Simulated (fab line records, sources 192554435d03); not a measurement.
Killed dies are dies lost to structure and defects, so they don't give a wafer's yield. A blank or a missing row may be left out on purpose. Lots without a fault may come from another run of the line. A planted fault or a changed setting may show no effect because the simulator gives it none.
Which tool did it? | flow n5_finfet | 9 lots, 27 wafers sampled, at 5 steps of a route of 1938

WHAT THE GAUGES READ, wafer by wafer
N5_BEOL_M4_RC_MEAS_101. Usual: DIBL_N 36.4 mV/V, standard deviation 1.4; DIBL_P 36.3 mV/V, standard deviation 1.8; IOFF_N 0.163 nA/um, standard deviation 0.024; IOFF_P 0.21 nA/um, standard deviation 0.034; ION_N 673 uA/um, standard deviation 11; ION_P 461 uA/um, standard deviation 7.4; SS_N 71.6 mV/dec, standard deviation 0.52; SS_P 73.3 mV/dec, standard deviation 0.58; VT_N 249.4 mV, standard deviation 2.5; VT_P -250 mV, standard deviation 3.5.
lot  | measured     | on        | DIBL_N (mV/V)  | DIBL_P (mV/V)  | IOFF_N (nA/um)    | IOFF_P (nA/um) | ION_N (uA/um) | ION_P (uA/um) | SS_N (mV/dec)  | SS_P (mV/dec)  | VT_N (mV)         | VT_P (mV)      | flag
L582 | day 8 18:12  | prober-02 | 36.8 36.2 35.0 | 37.2 36.3 35.3 | 0.173 0.167 0.147 | 0.19 0.19 0.17 | 674 685 668   | 449 455 453   | 71.8 71.4 71.9 | 73.8 72.5 72.8 | 246.7 246.7 251.3 | -254 -254 -254 |
L583 | day 9 00:22  | prober-02 | 34.6 36.9 37.7 | 33.8 36.4 38.1 | 0.118 0.154 0.176 | 0.20 0.25 0.27 | 651 661 682   | 458 462 477   | 70.6 72.2 72.1 | 72.5 72.9 74.1 | 254.1 247.8 249.6 | -248 -247 -243 |
L586 | day 9 17:22  | prober-01 | 34.1 35.7 34.1 | 35.5 37.6 35.9 | 0.139 0.168 0.138 | 0.18 0.22 0.19 | 652 668 656   | 448 455 455   | 71.5 71.9 71.8 | 73.3 73.5 73.8 | 253.9 249.8 253.2 | -253 -252 -254 |
L588 | day 10 09:15 | prober-01 | 36.0 34.4 35.0 | 35.9 34.8 34.5 | 0.159 0.137 0.145 | 0.20 0.18 0.18 | 652 651 659   | 450 451 446   | 72.2 70.9 71.7 | 73.1 72.5 73.3 | 250.4 252.9 254.1 | -250 -254 -253 |
L590 | day 10 12:55 | prober-01 | 34.6 36.2 35.7 | 33.8 35.3 34.9 | 0.134 0.156 0.144 | 0.18 0.19 0.19 | 676 675 675   | 462 458 463   | 71.2 71.5 71.9 | 71.9 74.2 73.3 | 249.4 248.3 249.2 | -255 -251 -254 |
L595 | day 11 21:12 | prober-02 | 37.7 35.0 35.7 | 35.9 33.7 33.7 | 0.174 0.124 0.138 | 0.21 0.17 0.17 | 663 661 653   | 451 455 448   | 72.5 71.4 71.8 | 73.4 73.3 72.7 | 252.2 254.1 252.6 | -249 -250 -256 |
L600 | day 13 15:14 | prober-02 | 35.1 36.0 35.1 | 34.8 35.2 35.0 | 0.137 0.146 0.142 | 0.19 0.20 0.20 | 665 666 662   | 460 455 456   | 70.9 71.1 70.9 | 73.0 72.9 72.6 | 250.8 251.1 248.0 | -250 -250 -248 |
L601 | day 13 12:08 | prober-02 | 35.3 34.5 35.9 | 31.4 30.9 32.4 | 0.130 0.117 0.137 | 0.15 0.14 0.16 | 674 669 660   | 453 450 446   | 71.3 70.8 70.6 | 72.9 72.6 72.0 | 250.6 251.5 250.8 | -258 -257 -255 |
L602 | day 13 18:05 | prober-01 | 37.4 40.3 36.6 | 35.5 38.7 33.9 | 0.158 0.217 0.146 | 0.23 0.30 0.22 | 674 691 656   | 466 465 458   | 71.0 72.4 71.6 | 73.2 73.9 72.1 | 249.3 245.3 254.2 | -247 -242 -247 |

WHICH TOOL RAN EACH LOT (tool, then ch and the chambers of the sampled wafers, then the start)
lot  | N5_GATE_CUT_ETCH_36                | N5_GATE_CUT_CMP_23            | N5_GATE_CUT_CMP_43            | N5_GATE_CUT_CMP_61
L582 | rie_diel-01 ch 1,2,3, day 5 05:08  | cmp-04 ch 1,2, day 5 07:25    | cmp-03 ch 1,2, day 5 07:44    | cmp-03 ch 1,2, day 5 08:13
L583 | rie_diel-02 ch 1,2, day 5 11:37    | cmp-01 ch 0,1, day 5 14:12    | cmp-04 ch 1,2, day 5 14:34    | cmp-04 ch 1,2, day 5 15:00
L586 | rie_diel-01 ch 2,3, day 6 07:29    | cmp-03 ch 2,3, day 6 09:49    | cmp-01 ch 0,3, day 6 10:13    | cmp-01 ch 0,3, day 6 10:38
L588 | rie_diel-02 ch 1,3, day 6 20:10    | cmp-03 ch 0,2,3, day 6 23:47  | cmp-04 ch 0,3, day 7 00:09    | cmp-04 ch 0,3, day 7 00:35
L590 | rie_diel-02 ch 0,1,3, day 7 07:48  | cmp-03 ch 0,2,3, day 7 10:08  | cmp-04 ch 0,1,3, day 7 10:35  | cmp-04 ch 0,1,3, day 7 10:58
L595 | rie_diel-02 ch 0,2,3, day 8 11:07  | cmp-03 ch 0,1, day 8 13:42    | cmp-04 ch 1,3, day 8 14:02    | cmp-04 ch 1,3, day 8 14:31
L600 | rie_diel-01 ch 1,3, day 9 21:36    | cmp-01 ch 0,2, day 10 00:05   | cmp-03 ch 1,2,3, day 10 00:29 | cmp-03 ch 1,2,3, day 10 00:55
L601 | rie_diel-02 ch 0,2,3, day 10 04:56 | cmp-01 ch 0,2,3, day 10 07:33 | cmp-04 ch 0,1,2, day 10 07:50 | cmp-04 ch 0,1,2, day 10 08:19
L602 | rie_diel-05 ch 1,3, day 10 11:21   | cmp-01 ch 0,2,3, day 10 13:43 | cmp-04 ch 0,2,3, day 10 14:10 | cmp-04 ch 0,2,3, day 10 14:33
- N5_GATE_CUT_ETCH_36: etches SiARC in CF4, target depth 13 nm, time 21.7 s.
- N5_GATE_CUT_CMP_23: polishes, stops on SiO2, t overpolish 23.4 s, target thk 16 nm.
- N5_GATE_CUT_CMP_43: polishes SiO2.
- N5_GATE_CUT_CMP_61: polishes, stops on SiNx, t overpolish 3 s.

WHAT THE TOOLS THEMSELVES READ (means of the sampled wafers that have a number; where no wafer has one, the mark that the record gives instead)
N5_GATE_CUT_ETCH_36. Usual: drypump_motor_current_A 5.9 A, standard deviation 0.33; etch_rf_on_time_s 21.4 s, standard deviation 0.41; mfc_ar_sccm 100.0 sccm, standard deviation 0.31; oes_product_au 0.68 a.u., standard deviation 0.078; rf_vpp_V 184.3 V, standard deviation 0.91; showerhead_plenum_p_Torr 2.17 Torr, standard deviation 0.033; throttle_valve_pct 15.59 %, standard deviation 0.21.
lot  | tool        | drypump_motor_current_A (A) | etch_rf_on_time_s (s) | mfc_ar_sccm (sccm) | oes_product_au (a.u.) | rf_vpp_V (V) | showerhead_plenum_p_Torr (Torr) | throttle_valve_pct (%) | flag
L582 | rie_diel-01 | 5.7                         | 21.6                  | 100.3              | 0.63                  | 183.5        | 2.14                            | 15.78                  |
L583 | rie_diel-02 | 6.3                         | 21.2                  | 99.9               | 0.61                  | 183.8        | 2.18                            | 15.96                  |
L586 | rie_diel-01 | 5.6                         | 21.6                  | 100.0              | 0.63                  | 184.1        | 2.17                            | 15.88                  |
L588 | rie_diel-02 | 5.9                         | 21.6                  | 99.9               | 0.64                  | 183.5        | 2.15                            | 15.54                  |
L590 | rie_diel-02 | 5.8                         | 21.4                  | 99.9               | 0.66                  | 183.8        | 2.15                            | 15.59                  |
L595 | rie_diel-02 | 5.8                         | 21.1                  | 99.8               | 0.72                  | 184.2        | 2.17                            | 15.51                  |
L600 | rie_diel-01 | 5.9                         | 22.2                  | 99.9               | 0.60                  | 184.3        | 2.10                            | 15.77                  |
L601 | rie_diel-02 | 5.8                         | 21.2                  | 99.9               | 0.70                  | 184.1        | 2.16                            | 15.52                  |
L602 | rie_diel-05 | 6.0                         | 21.8                  | 100.3              | 0.64                  | 184.8        | 2.19                            | 15.53                  |

N5_GATE_CUT_CMP_23. Usual: head_pressure_psi 2.500 psi, standard deviation 0.0058; motor_current_A 8.8 A, standard deviation 0.9; overpolish_run_s 23.401 s, standard deviation 0.0082; time_to_endpoint_s 19.3 s, standard deviation 1.7.
lot  | tool   | head_pressure_psi (psi) | motor_current_A (A) | overpolish_run_s (s) | time_to_endpoint_s (s) | flag
L582 | cmp-04 | 2.497                   | 10.2                | 23.404               | 21.6                   |
L583 | cmp-01 | 2.493                   | 9.6                 | 23.394               | 18.1                   |
L586 | cmp-03 | 2.501                   | 8.9                 | 23.400               | 19.8                   |
L588 | cmp-03 | 2.499                   | 8.4                 | 23.406               | 20.2                   |
L590 | cmp-03 | 2.504                   | 8.8                 | 23.396               | 18.7                   |
L595 | cmp-03 | 2.223                   | 7.6                 | 23.398               | 20.6                   | OFF
L600 | cmp-01 | 2.503                   | 9.5                 | 23.397               | 17.7                   |
L601 | cmp-01 | 2.504                   | 9.0                 | 23.396               | 19.5                   |
L602 | cmp-01 | 2.501                   | 9.1                 | 23.411               | 18.3                   |

N5_GATE_CUT_CMP_43. Usual: motor_current_A 11.8 A, standard deviation 1.6.
lot  | tool   | motor_current_A (A) | flag
L582 | cmp-03 | 12.0                |
L583 | cmp-04 | 13.3                |
L586 | cmp-01 | 11.3                |
L588 | cmp-04 | 9.6                 |
L590 | cmp-04 | 10.6                |
L595 | cmp-04 | 10.2                |
L600 | cmp-03 | 11.7                |
L601 | cmp-04 | 12.3                |
L602 | cmp-04 | 11.1                |

N5_GATE_CUT_CMP_61. Usual: head_pressure_psi 4.000 psi, standard deviation 0.0084; motor_current_A 11.8 A, standard deviation 1.6.
lot  | tool   | head_pressure_psi (psi) | motor_current_A (A) | flag
L582 | cmp-03 | 3.985                   | 11.9                |
L583 | cmp-04 | 3.993                   | 13.8                |
L586 | cmp-01 | 4.000                   | 11.2                |
L588 | cmp-04 | 4.009                   | 9.8                 |
L590 | cmp-04 | 3.999                   | 11.1                |
L595 | cmp-04 | 4.001                   | 10.3                |
L600 | cmp-03 | 3.996                   | 11.8                |
L601 | cmp-04 | 3.996                   | 13.0                |
L602 | cmp-04 | 3.996                   | 11.4                |

THE ANSWER, worked out from the rows above alone
Rule: a lot is off if the mean of its wafers that have a number lies more than 3 standard deviations from the usual mean. A lot without any number at a reading at which 4 lots or more have one is off too. The other lots that the step has rows for count as sound. The gauges are gone through in route order, then the tools' own readings, and for those a lot's mean is taken as printed above. The first step at which some lot is off is used, and at that step the reading that is off furthest; a lot without a number counts as furthest.
Off: L595, at N5_GATE_CUT_CMP_23 (head_pressure_psi).
A tool fits if, at that step or a process step before it, it ran every lot that is off, and no sound lot after the first of them. One fits: cmp-03 at N5_GATE_CUT_CMP_23. Its last sound lot is L590 (day 7 10:08), its first lot that is off L595 (day 8 13:42): a fault that began between those two fits.
The tool's own readings at N5_GATE_CUT_CMP_23 bear it out: on the lots that are off they differ by more than 5 times the standard deviation of the sound lots' means. head_pressure_psi reads 2.223 psi there against 2.500 psi on the sound lots.

WHAT THE SIMULATOR HAD PUT IN
Process parameter drift: cmp-03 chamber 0, from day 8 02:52 on, at N5_GATE_CUT_CMP_23. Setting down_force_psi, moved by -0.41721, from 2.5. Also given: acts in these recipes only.
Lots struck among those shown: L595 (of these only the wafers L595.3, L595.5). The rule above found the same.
